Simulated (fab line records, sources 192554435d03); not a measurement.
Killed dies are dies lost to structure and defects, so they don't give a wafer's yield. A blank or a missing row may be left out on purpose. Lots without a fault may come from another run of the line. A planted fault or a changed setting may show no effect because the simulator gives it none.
Which tool did it? | flow n5_finfet | 24 lots, 72 wafers sampled, at 4 steps of a route of 1938

WHAT THE GAUGES READ, wafer by wafer
N5_BEOL_M1_RS_MEAS_58: measures by four-point-probe. Usual: M1_RS 0.67 ohm/sq, standard deviation 0.037.
lot  | measured     | on            | M1_RS (ohm/sq) | flag
L075 | day 6 10:10  | film_metro-01 | 0.73 0.65 0.69 |
L074 | day 6 11:24  | film_metro-02 | 0.67 0.64 0.66 |
L076 | day 6 18:06  | film_metro-01 | 0.69 0.69 0.65 |
L077 | day 7 01:27  | film_metro-01 | 0.70 0.69 0.70 |
L078 | day 7 09:35  | film_metro-02 | 0.68 0.70 0.66 |
L079 | day 7 16:04  | film_metro-01 | 0.65 0.68 0.65 |
L080 | day 7 18:58  | film_metro-01 | 0.71 0.71 0.72 |
L081 | day 8 00:40  | film_metro-01 | 0.69 0.62 0.64 |
L082 | day 8 10:04  | film_metro-01 | 0.71 0.71 0.74 |
L083 | day 8 12:53  | film_metro-01 | 0.71 0.70 0.64 |
L084 | day 9 05:04  | film_metro-02 | 0.64 0.65 0.63 |
L085 | day 9 15:35  | film_metro-02 | 0.71 0.72 0.65 |
L086 | day 9 21:26  | film_metro-02 | 0.67 0.67 0.66 |
L087 | day 10 13:49 | film_metro-01 | 0.66 0.61 0.62 |
L088 | day 10 17:46 | film_metro-02 | 0.70 0.66 0.64 |
L089 | day 10 20:04 | film_metro-02 | 0.68 0.72 0.64 |
L091 | day 10 20:19 | film_metro-01 | 0.68 0.61 0.65 |
L090 | day 11 00:41 | film_metro-01 | 0.64 0.63 0.62 |
L092 | day 11 01:40 | film_metro-02 | 0.69 0.67 0.71 |
L093 | day 11 10:14 | film_metro-02 | 0.67 0.64 0.62 |
L094 | day 11 15:53 | film_metro-01 | 0.71 0.69 0.69 |
L095 | day 11 19:34 | film_metro-02 | 0.71 0.67 0.64 |
L096 | day 12 00:54 | film_metro-02 | 0.66 0.62 0.62 |
L097 | day 12 09:29 | film_metro-01 | 0.63 0.65 0.61 |

WHICH TOOL RAN EACH LOT (tool, then ch and the chambers of the sampled wafers, then the start)
lot  | N5_BEOL_M1_ANNEAL_49         | N5_BEOL_M1_ANNEAL_93         | N5_BEOL_M1_SPUTTER_96
L075 | pvd_sputter-02, day 6 07:11  | pvd_sputter-02, day 6 08:30  | pvd_sputter-02, day 6 08:52
L074 | pvd_sputter-03, day 6 08:40  | pvd_sputter-03, day 6 09:59  | pvd_sputter-03, day 6 10:21
L076 | pvd_sputter-03, day 6 15:23  | pvd_sputter-03, day 6 16:42  | pvd_sputter-03, day 6 17:04
L077 | pvd_sputter-01, day 6 22:42  | pvd_sputter-01, day 7 00:01  | pvd_sputter-01, day 7 00:23
L078 | pvd_sputter-01, day 7 06:50  | pvd_sputter-01, day 7 08:09  | pvd_sputter-01, day 7 08:31
L079 | pvd_sputter-03, day 7 13:19  | pvd_sputter-03, day 7 14:38  | pvd_sputter-03, day 7 14:59
L080 | pvd_sputter-03, day 7 16:11  | pvd_sputter-03, day 7 17:31  | pvd_sputter-03, day 7 17:52
L081 | pvd_sputter-01, day 7 21:48  | pvd_sputter-01, day 7 23:07  | pvd_sputter-01, day 7 23:29
L082 | pvd_sputter-03, day 8 07:19  | pvd_sputter-03, day 8 08:38  | pvd_sputter-03, day 8 09:00
L083 | pvd_sputter-01, day 8 10:10  | pvd_sputter-01, day 8 11:29  | pvd_sputter-01, day 8 11:50
L084 | pvd_sputter-02, day 9 02:19  | pvd_sputter-02, day 9 03:38  | pvd_sputter-02, day 9 04:00
L085 | pvd_sputter-03, day 9 12:14  | pvd_sputter-03, day 9 13:33  | pvd_sputter-03, day 9 13:55
L086 | pvd_sputter-02, day 9 18:37  | pvd_sputter-02, day 9 19:56  | pvd_sputter-02, day 9 20:18
L087 | pvd_sputter-01, day 10 10:56 | pvd_sputter-01, day 10 12:15 | pvd_sputter-01, day 10 12:37
L088 | pvd_sputter-02, day 10 14:56 | pvd_sputter-02, day 10 16:16 | pvd_sputter-02, day 10 16:37
L089 | pvd_sputter-01, day 10 17:19 | pvd_sputter-01, day 10 18:38 | pvd_sputter-01, day 10 18:59
L091 | pvd_sputter-03, day 10 17:34 | pvd_sputter-03, day 10 18:53 | pvd_sputter-03, day 10 19:15
L090 | pvd_sputter-03, day 10 21:16 | pvd_sputter-03, day 10 22:35 | pvd_sputter-03, day 10 22:57
L092 | pvd_sputter-01, day 10 22:56 | pvd_sputter-01, day 11 00:15 | pvd_sputter-01, day 11 00:37
L093 | pvd_sputter-01, day 11 07:31 | pvd_sputter-01, day 11 08:50 | pvd_sputter-01, day 11 09:11
L094 | pvd_sputter-01, day 11 11:59 | pvd_sputter-01, day 11 14:02 | pvd_sputter-01, day 11 14:46
L095 | pvd_sputter-03, day 11 16:34 | pvd_sputter-03, day 11 17:53 | pvd_sputter-03, day 11 18:14
L096 | pvd_sputter-01, day 11 22:07 | pvd_sputter-01, day 11 23:26 | pvd_sputter-01, day 11 23:47
L097 | pvd_sputter-03, day 12 06:34 | pvd_sputter-03, day 12 07:53 | pvd_sputter-03, day 12 08:15
- N5_BEOL_M1_ANNEAL_49: time 240 s.
- N5_BEOL_M1_ANNEAL_93: time 240 s.
- N5_BEOL_M1_SPUTTER_96: material Cu, target thk 4.5 nm, time 8.29 s.

WHAT THE TOOLS THEMSELVES READ (means of the sampled wafers that have a number; where no wafer has one, the mark that the record gives instead)
N5_BEOL_M1_ANNEAL_49. Usual: heater_power_w 867 W, standard deviation 45.
lot  | tool           | heater_power_w (W) | flag
L075 | pvd_sputter-02 | 859                |
L074 | pvd_sputter-03 | 852                |
L076 | pvd_sputter-03 | 858                |
L077 | pvd_sputter-01 | 875                |
L078 | pvd_sputter-01 | 856                |
L079 | pvd_sputter-03 | 884                |
L080 | pvd_sputter-03 | 862                |
L081 | pvd_sputter-01 | 829                |
L082 | pvd_sputter-03 | 849                |
L083 | pvd_sputter-01 | 863                |
L084 | pvd_sputter-02 | 889                |
L085 | pvd_sputter-03 | 886                |
L086 | pvd_sputter-02 | 866                |
L087 | pvd_sputter-01 | 845                |
L088 | pvd_sputter-02 | 877                |
L089 | pvd_sputter-01 | 831                |
L091 | pvd_sputter-03 | 881                |
L090 | pvd_sputter-03 | 865                |
L092 | pvd_sputter-01 | 834                |
L093 | pvd_sputter-01 | 865                |
L094 | pvd_sputter-01 | 922                |
L095 | pvd_sputter-03 | 867                |
L096 | pvd_sputter-01 | 863                |
L097 | pvd_sputter-03 | 915                |

N5_BEOL_M1_ANNEAL_93. Usual: heater_power_w 867 W, standard deviation 44.
lot  | tool           | heater_power_w (W) | flag
L075 | pvd_sputter-02 | 861                |
L074 | pvd_sputter-03 | 839                |
L076 | pvd_sputter-03 | 841                |
L077 | pvd_sputter-01 | 878                |
L078 | pvd_sputter-01 | 870                |
L079 | pvd_sputter-03 | 879                |
L080 | pvd_sputter-03 | 878                |
L081 | pvd_sputter-01 | 847                |
L082 | pvd_sputter-03 | 847                |
L083 | pvd_sputter-01 | 876                |
L084 | pvd_sputter-02 | 878                |
L085 | pvd_sputter-03 | 884                |
L086 | pvd_sputter-02 | 874                |
L087 | pvd_sputter-01 | 834                |
L088 | pvd_sputter-02 | 878                |
L089 | pvd_sputter-01 | 831                |
L091 | pvd_sputter-03 | 878                |
L090 | pvd_sputter-03 | 852                |
L092 | pvd_sputter-01 | 851                |
L093 | pvd_sputter-01 | 889                |
L094 | pvd_sputter-01 | 904                |
L095 | pvd_sputter-03 | 854                |
L096 | pvd_sputter-01 | 875                |
L097 | pvd_sputter-03 | 923                |

N5_BEOL_M1_SPUTTER_96. Usual: chamber_pressure_pa 0.07001 Pa, standard deviation 0.00016; substrate_temp_c -19.99 C, standard deviation 0.12; throttle_valve_pct 30.1 %, standard deviation 1.2.
lot  | tool           | chamber_pressure_pa (Pa) | substrate_temp_c (C) | throttle_valve_pct (%) | flag
L075 | pvd_sputter-02 | 0.07006                  | -20.04               | 30.0                   |
L074 | pvd_sputter-03 | 0.06993                  | -20.03               | 29.5                   |
L076 | pvd_sputter-03 | 0.06981                  | -19.91               | 29.5                   |
L077 | pvd_sputter-01 | 0.07001                  | -19.94               | 30.9                   |
L078 | pvd_sputter-01 | 0.06996                  | -20.04               | 30.3                   |
L079 | pvd_sputter-03 | 0.07011                  | -20.04               | 30.7                   |
L080 | pvd_sputter-03 | 0.06994                  | -19.94               | 30.1                   |
L081 | pvd_sputter-01 | 0.06994                  | -19.94               | 31.4                   |
L082 | pvd_sputter-03 | 0.07006                  | -20.10               | 30.8                   |
L083 | pvd_sputter-01 | 0.07015                  | -19.95               | 29.6                   |
L084 | pvd_sputter-02 | 0.06989                  | -20.04               | 29.6                   |
L085 | pvd_sputter-03 | 0.06999                  | -20.05               | 29.6                   |
L086 | pvd_sputter-02 | 0.06982                  | -20.00               | 30.0                   |
L087 | pvd_sputter-01 | 0.07005                  | -20.07               | 31.4                   |
L088 | pvd_sputter-02 | 0.07001                  | -19.88               | 29.4                   |
L089 | pvd_sputter-01 | 0.06994                  | -20.09               | 31.9                   |
L091 | pvd_sputter-03 | 0.07005                  | -20.01               | 30.7                   |
L090 | pvd_sputter-03 | 0.07005                  | -20.04               | 30.2                   |
L092 | pvd_sputter-01 | 0.06989                  | -20.03               | 30.3                   |
L093 | pvd_sputter-01 | 0.06989                  | -19.85               | 29.8                   |
L094 | pvd_sputter-01 | 0.06996                  | -20.12               | 30.3                   |
L095 | pvd_sputter-03 | 0.07000                  | -19.92               | 30.0                   |
L096 | pvd_sputter-01 | 0.07011                  | -19.97               | 29.6                   |
L097 | pvd_sputter-03 | 0.07007                  | -19.95               | 30.7                   |

THE ANSWER, worked out from the rows above alone
Rule: a lot is off if the mean of its wafers that have a number lies more than 3 standard deviations from the usual mean. A lot without any number at a reading at which 4 lots or more have one is off too. The other lots that the step has rows for count as sound. The gauges are gone through in route order, then the tools' own readings, and for those a lot's mean is taken as printed above. The first step at which some lot is off is used, and at that step the reading that is off furthest; a lot without a number counts as furthest.
No lot is off at any reading shown: from this, nothing can be told.

WHAT THE SIMULATOR HAD PUT IN
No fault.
